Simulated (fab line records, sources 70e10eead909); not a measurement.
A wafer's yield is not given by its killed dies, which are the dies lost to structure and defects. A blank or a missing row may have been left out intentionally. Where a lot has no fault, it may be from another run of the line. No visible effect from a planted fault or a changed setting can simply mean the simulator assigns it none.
Which tool was responsible? + flow nand-harc + 6 lots, 18 wafers sampled, at 1 step of a route of 1159

## WHAT THE GAUGES READ, wafer by wafer
NHARC_P_M0_INSPECT_11.
| lot  | measured     | on                | raw-defect-count |
|------|--------------|-------------------|------------------|
| L233 | day 6 22:12  | defect-inspect-02 | 2 1 2            |
| L236 | day 7 09:07  | defect-inspect-02 | 4 2 6            |
| L240 | day 8 22:18  | defect-inspect-02 | 2 2 5            |
| L243 | day 9 21:51  | defect-inspect-02 | 6 5 2            |
| L247 | day 10 18:44 | defect-inspect-01 | 6 4 1            |
| L252 | day 11 10:06 | defect-inspect-01 | 6 3 5            |

## WHICH TOOL RAN EACH LOT (tool, then ch and the chambers of the sampled wafers, then the start)
Record: no process step prior to these readings.

## THE ANSWER, worked out from the rows above alone
Rule: the usual values come from the lots themselves. Put in order of their means at a reading, lots are off if they are a third of the lots or fewer, leave a main group of 4 or more, and stand apart from it by a gap of 3 or more times the standard deviation of the main group's means; of several such gaps the widest counts. The tables above print the reading to a certain number of digits; a main group whose means all agree to those digits is not used. Also off: a lot with no number at a reading for which 4 or more lots have one. All remaining lots with rows at the step are treated as sound.
No lot is off at any reading shown: from this, nothing can be told.

## WHAT WAS PUT IN BY THE SIMULATOR
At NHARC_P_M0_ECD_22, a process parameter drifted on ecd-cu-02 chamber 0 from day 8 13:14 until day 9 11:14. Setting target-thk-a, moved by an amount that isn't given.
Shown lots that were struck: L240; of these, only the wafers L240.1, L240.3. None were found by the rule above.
